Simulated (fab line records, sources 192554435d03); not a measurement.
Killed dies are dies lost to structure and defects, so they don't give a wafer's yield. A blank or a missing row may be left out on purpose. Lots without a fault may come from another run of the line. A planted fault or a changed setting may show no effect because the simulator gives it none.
fab line records | flow n5_finfet
record lots=11 wafers=32 last_day=18
route steps=1938 shown BEOL_M14@1750 BEOL_M15@1774 PASSIVATION@1936
lots that met no fault: from a run of the same line without faults
start_h: hours from the record's first day to the start of the lot's first wafer shown | wait_h: hours since the lot's step before | " the same as in the row above | L1.1+2: a row that stands for several wafers | - no value, or no start given | * or withheld: withheld | < > ~ a bound
route shown NAME@n: a module of which the file shows steps, and the number in the route of the first | usual: mean/standard deviation of fault-free wafers | same: alike in all rows | chamber/n: place in a boat | sites: the reading at each site | _std_site: their standard deviation | _edge_site: outer sites' mean less inner sites' | radius_mm: how far each site lies from the wafer's centre | mask NAME#n: copy n | behind: the tool/chamber that last shaped the wafer | hold: why the lot was held/for how many hours/how that ended | device: the transistor (n, p or np) that didn't switch | end of line: the same wafers' tests at the end of the route | a step without rows: its recipe alone | killed: dies lost to structure and defects at the first sort, not the wafer's yield | map: a wafer's dies, x killed, . not, _ none there
set.NAME: the setting as run; set.NAME@STEP: as run at that earlier step | model.NAME: the simulator's own value behind a step, which no gauge read
steps of the route over a sample of lots; a table a step, a row a wafer
services: from which hour (start_h, from the record's first day; less than 0 if before it) a tool's chamber was out of use, for how many hours, and why
## steps
# step N5_BEOL_M14_ETCH_67
# recipe chemistry=CF4 target=SiARC target_depth_a=1430 time_s=238.3 ion_energy_ev=80 pressure_mtorr=40 source_w=545 bias_w=36 Ar_flow_sccm=100 cf4_flow_sccm=100 ends=cleared
# usual bias_w=35.98/0.12 drypump_motor_current_A=5.7/0.48 etch_rf_on_time_s=236/5.5 oes_product_au=0.72/0.071 rf_vpp_V=184.2/1.2 showerhead_plenum_p_Torr=2.16/0.063 throttle_valve_pct=15.59/0.14
# columns lot.wafer tool chamber start_h wait_h bias_w drypump_motor_current_A etch_rf_on_time_s oes_product_au rf_hours_counter_h rf_vpp_V showerhead_plenum_p_Torr throttle_valve_pct
L590.3 rie_diel-05 0 238.86 0.0 35.91 5.6 229 0.83 6 184.5 2.11 15.36
L590.4 " 1 " " 36.06 6.2 233 0.61 222 182.5 2.13 15.63
L590.5 " 2 " " 35.89 5.7 235 0.80 - 185.3 2.11 15.43
L595.4 rie_diel-01 3 262.67 0.0 35.80 5.9 228 0.75 52 183.8 2.19 15.60
L595.5 " 0 " " 36.03 5.5 233 0.78 - 184.6 2.27 15.56
L595.6 " 3 " " 36.03 5.9 226 0.76 - 184.9 2.19 15.62
L591.2 rie_diel-02 3 271.87 0.0 36.10 6.6 235 0.62 190 184.0 2.12 15.62
L591.5 " 0 " " 36.03 6.0 234 0.64 - 183.9 2.06 15.64
L591.6 " 3 " " 35.98 6.6 234 0.63 - 182.5 2.12 15.63
L596.2 rie_diel-05 3 286.51 0.0 35.93 5.5 244 0.69 88 185.9 2.26 15.63
L596.5 " 3 " " 36.03 5.5 242 0.69 - 186.6 2.26 15.63
L596.6 " 0 " " 36.17 5.6 231 0.79 - 183.3 2.11 15.38
L602.2 rie_diel-05 3 319.04 0.0 35.97 5.5 248 0.67 98 184.7 2.25 15.65
L602.3 " 1 " " 36.06 6.2 240 0.59 248 184.5 2.12 15.67
L602.5 " 3 " " 36.14 5.5 247 0.68 - 184.6 2.25 15.64
L604.1 rie_diel-01 0 337.33 0.0 35.83 5.6 233 0.74 62 185.1 2.26 15.61
L604.2 " 1 " " 35.82 6.4 238 0.77 27 183.7 2.11 15.70
L604.3 " 3 " " 36.06 5.9 227 0.72 77 183.3 2.18 15.66
L606.2 rie_diel-05 1 352.57 0.0 35.99 6.2 235 0.83 4 183.3 2.12 15.23
L606.3 " 2 " " 35.93 5.7 236 0.74 62 183.6 2.09 15.52
L606.6 " 1 " " 36.15 6.2 232 0.84 - 182.0 2.12 15.23
L608.1 rie_diel-05 3 358.31 0.0 36.28 5.5 245 0.66 114 186.4 2.25 15.68
L608.3 " 0 " " 36.03 5.6 230 0.75 41 184.0 2.10 15.43
L608.6 " 3 " " 36.23 5.5 244 0.67 - 183.8 2.25 15.68
L609.1 rie_diel-01 0 362.48 0.0 35.79 5.6 236 0.73 73 186.3 2.25 15.60
L609.3 " 2 " " 35.92 4.8 236 0.82 2 182.6 2.18 15.30
L609.6 " 2 " " 36.00 4.8 234 0.83 - 184.6 2.18 15.31
L610.2 rie_diel-01 1 366.80 0.0 35.85 6.5 238 0.76 40 183.2 2.11 15.73
L610.6 " 2 " " 35.87 4.8 233 0.82 - 185.8 2.18 15.33
L613.1 rie_diel-01 3 399.53 0.0 35.76 5.9 227 0.71 97 185.6 2.17 15.71
L613.2 " 2 " " 36.00 4.8 230 0.79 15 184.7 2.18 15.34
L613.5 " 0 " " 36.14 5.6 234 0.73 - 183.4 2.25 15.65
# step N5_BEOL_M14_OCD_MEAS_35
# usual trench_depth_nm=560/13
# columns lot.wafer tool chamber start_h wait_h trench_depth_nm
L590.3 ocd-01 - 239.43 0.0 568
L590.4 " - " " 550
L590.5 " - " " 554
L595.4 ocd-01 - 263.25 0.0 579
L595.5 " - " " 563
L595.6 " - " " 579
L591.2 ocd-01 - 272.45 0.0 559
L591.5 " - " " 554
L591.6 " - " " 558
L596.2 ocd-02 - 287.09 0.0 547
L596.5 " - " " 551
L596.6 " - " " 576
L602.2 ocd-01 - 319.62 0.0 539
L602.3 " - " " 552
L602.5 " - " " 539
L604.1 ocd-01 - 337.90 0.0 563
L604.2 " - " " 554
L604.3 " - " " 583
L606.2 ocd-01 - 353.15 0.0 571
L606.3 " - " " 555
L606.6 " - " " 567
L608.1 ocd-02 - 358.89 0.0 543
L608.3 " - " " 575
L608.6 " - " " 542
L609.1 ocd-02 - 363.05 0.0 561
L609.3 " - " " 569
L609.6 " - " " 565
L610.2 ocd-02 - 367.38 0.0 547
L610.6 " - " " 567
L613.1 ocd-01 - 400.10 0.0 585
L613.2 " - " " 578
L613.5 " - " " 565
# step N5_BEOL_M14_CMP_49
# recipe stop_on=SiO2 t_overpolish_s=5.2 down_force_psi=2 platen_rpm=80 clearing_platen_down_force_psi=2 clearing_platen_rpm=80 post_cmp_clean=cu_alkaline target_thk_nm=560 clearing_platen_pad_velocity_m_s=1.5917 pad_velocity_m_s=1.5917
# usual barrier_field_endpoint_s=11.27/0.23 motor_current_A=8.0/0.83 overpolish_run_s=5.201/0.01 pad_life_wafers=727/530 time_to_endpoint_s=121/4
# columns lot.wafer tool chamber start_h wait_h barrier_field_endpoint_s motor_current_A overpolish_run_s pad_life_wafers time_to_endpoint_s
L590.3 cmp-01 3 241.63 0.2 10.98 7.3 5.198 1974 117
L590.4 " 2 " " 11.32 8.8 5.204 1977 125
L590.5 " 0 " " 11.22 8.9 5.211 - 119
L595.4 cmp-04 2 269.02 0.2 11.30 8.4 5.199 1897 122
L595.6 " 1 " " 11.07 7.7 5.184 - 119
L595.5 " 2 " " 11.42 8.8 5.210 - 124
L591.2 cmp-01 2 274.74 0.3 11.43 9.1 5.191 152 125
L591.5 " 0 " " 6.24 9.2 5.201 - 66
L591.6 " 1 " " 11.29 6.6 5.196 - 122
L596.2 cmp-01 0 288.28 0.2 6.28 8.7 5.193 258 68
L596.5 " 0 " " 6.42 9.3 5.197 - 69
L596.6 " 1 " " 11.46 6.2 5.191 - 129
L602.3 cmp-04 3 323.27 0.2 11.02 8.4 5.220 258 116
L602.2 " 1 " " 10.66 7.7 5.208 260 115
L602.5 " 3 " " 11.00 8.1 5.200 - 117
L604.3 cmp-01 0 339.58 0.2 11.19 8.8 5.196 642 121
L604.1 " 1 " " 11.37 6.5 5.207 643 123
L604.2 " 3 " " 11.33 7.9 5.189 645 123
L606.3 cmp-01 2 355.78 0.2 11.58 8.4 5.214 798 128
L606.2 " 1 " " 11.61 6.6 5.209 801 126
L606.6 " 2 " " 11.72 8.6 5.207 - 128
L608.3 cmp-02 3 360.08 0.2 11.54 7.5 5.179 972 122
L608.1 " 0 " " 11.61 9.7 5.193 973 126
L608.6 " 3 " " 11.40 7.4 5.204 - 126
L609.1 cmp-02 1 365.44 0.3 11.01 9.1 5.206 1034 117
L609.3 " 2 " " 10.69 6.9 5.201 1035 110
L609.6 " 3 " " 11.10 7.7 5.221 - 120
L610.2 cmp-01 0 369.47 0.2 11.29 9.0 5.205 900 119
L610.6 " 1 " " 11.74 6.6 5.218 - 127
L613.2 cmp-04 1 401.83 0.2 11.14 7.9 5.206 924 121
L613.1 " 0 " " 11.49 7.6 5.206 927 124
L613.5 " 1 " " 11.55 8.0 5.213 - 122
# step N5_BEOL_M15_THK_MEAS_01
# recipe reads=SiO2_of_BEOL_M15_ILD_DEP_00
# usual M15_ILD_THK=1628/23
# columns lot.wafer tool chamber start_h wait_h M15_ILD_THK[nm]
L590.3 film_metro-02 - 242.37 0.1 1609
L590.4 " - " " 1615
L590.5 " - " " 1599
L595.4 film_metro-02 - 269.72 0.0 1619
L595.5 " - " " 1654
L595.6 " - " " 1655
L591.2 film_metro-02 - 275.40 0.1 1608
L591.5 " - " " 1672
L591.6 " - " " 1636
L596.2 film_metro-02 - 289.02 0.1 1643
L596.5 " - " " 1641
L596.6 " - " " 1649
L602.2 film_metro-02 - 324.00 0.1 1628
L602.3 " - " " 1628
L602.5 " - " " 1638
L604.1 film_metro-02 - 340.35 0.1 1585
L604.2 " - " " 1613
L604.3 " - " " 1582
L606.2 film_metro-02 - 356.53 0.1 1620
L606.3 " - " " 1629
L606.6 " - " " 1662
L608.1 film_metro-02 - 360.81 0.1 1638
L608.3 " - " " 1659
L608.6 " - " " 1649
L609.1 film_metro-01 - 366.21 0.2 1625
L609.3 " - " " 1643
L609.6 " - " " 1641
L610.2 film_metro-01 - 370.21 0.1 1648
L610.6 " - " " 1606
L613.1 film_metro-01 - 402.56 0.1 1610
L613.2 " - " " 1613
L613.5 " - " " 1625
# step N5_PASSIVATION_PROBE_49
# usual defect_limited_yield=91.0/1.5 killed_at_M0_to_M3=35/12 killed_at_M4_up=15/5.8 killed_at_contacts=14/7.2 killed_at_front_end=40/10 killed_at_other=3/3 killed_dies=106/18 killed_open=68/14 killed_short=35/7.2 sort_bin_5_function=5.2/0.96 sort_bin_6_memory=3.3/0.69 sort_bin_8_speed=0.00/0.022 sort_n_pass=1074/18 sort_yield_pct=91.0/1.5
# same gross_dies=1180 killed_at_back_side=0 sort_bin_4_leakage[%]=0
# columns lot.wafer tool chamber start_h wait_h defect_limited_yield[%] killed_at_M0_to_M3 killed_at_M4_up killed_at_contacts killed_at_front_end killed_at_other killed_dies killed_open killed_short sort_bin_5_function[%] sort_bin_6_memory[%] sort_bin_8_speed[%] sort_n_pass sort_yield_pct[%]
L608.1 prober-02 - 381.40 0.0 90.8 29 17 12 48 3 109 64 39 5.4 3.2 0 1071 90.8
L608.3 prober-02 - 381.50 0.1 90.3 42 14 19 35 4 114 71 40 5.8 3.1 0 1066 90.3
L608.6 prober-02 - 381.65 0.3 87.6 60 14 13 59 0 146 85 48 6.3 4.9 0 1034 87.6
# killed by level:class
L608.1 FIN_SAQP:geometric_particle:open=11 BEOL_M0_SAQP:geometric_particle:short=11 MOL_CONTACT_COAG:geometric_particle:open=10 BEOL_M0_SAQP:geometric_particle:open=9 BEOL_M4:geometric_particle:open=7 STI_FIN_REVEAL:geometric_particle:open=7 GATE_CUT:geometric_particle:short=6 GATE_CUT:geometric_particle:open=5
L608.3 BEOL_M0_SAQP:geometric_particle:open=16 MOL_CONTACT_COAG:geometric_particle:open=14 BEOL_M0_SAQP:geometric_particle:short=12 BEOL_M1:geometric_particle:open=9 BEOL_M4:geometric_particle:open=9 FIN_SAQP:geometric_particle:short=7 FIN_SAQP:geometric_particle:open=5 STI_FIN_REVEAL:geometric_particle:open=4
L608.6 BEOL_M0_SAQP:geometric_particle:short=18 BEOL_M0_SAQP:geometric_particle:open=17 FIN_SAQP:geometric_particle:open=15 MOL_CONTACT_COAG:geometric_particle:open=9 BEOL_M4:geometric_particle:open=9 STI_FIN_REVEAL:geometric_particle:open=8 BEOL_M2:geometric_particle:open=7 HKMG_FIN:area_etch=7
## services
# columns tool chamber start_h hours kind
cmp-01 - 229.35 2.4 repair
cmp-02 - 229.35 4.1 pm
cmp-02 - 233.66 4.0 pm
rie_diel-02 2 248.76 6.5 repair
rie_diel-01 - 253.57 0.8 repair
cmp-01 - 254.12 4.0 pm
cmp-01 - 258.12 - consumable_replace:conditioner
cmp-01 - 258.12 - consumable_replace:pad
cmp-04 - 287.89 4.0 pm
cmp-01 - 289.24 5.8 pm
rie_diel-01 0 325.99 3.7 repair
rie_diel-05 1 326.14 - clean
rie_diel-05 1 326.14 - consumable_replace:focus_ring
rie_diel-05 1 326.14 19.0 scheduled_down
rie_diel-01 - 335.81 0.4 repair
rie_diel-05 0 336.10 17.6 repair
cmp-04 - 338.73 3.2 repair
cmp-01 - 342.73 0.2 repair
rie_diel-02 3 345.83 8.4 repair
cmp-02 - 383.90 14.9 pm
cmp-01 - 388.03 4.4 repair
rie_diel-01 3 391.12 6.7 repair
rie_diel-02 1 396.18 14.1 repair
cmp-04 - 397.91 1.3 repair
## key
first_sign step=N5_BEOL_M14_CMP_49 reading=barrier_field_endpoint_s direction=down sigmas=21 usual=11.27 struck=6.31
effect step=N5_BEOL_M14_CMP_49 reading=time_to_endpoint_s direction=down sigmas=13 usual=* struck=*
met_at N5_BEOL_M14_CMP_49
struck_lots L591,L596
struck_wafers L591.5,L596.2,L596.5
not_acting_at N5_BEOL_M14_ETCH_67,N5_BEOL_M14_OCD_MEAS_35,N5_BEOL_M15_THK_MEAS_01
onset_between 241.63 274.74
fault kind=process_parameter_drift tool=cmp-01 chamber=0 onset_h=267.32 steps=N5_BEOL_M14_CMP_49 channel=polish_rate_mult offset=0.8 shape=step end_h=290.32
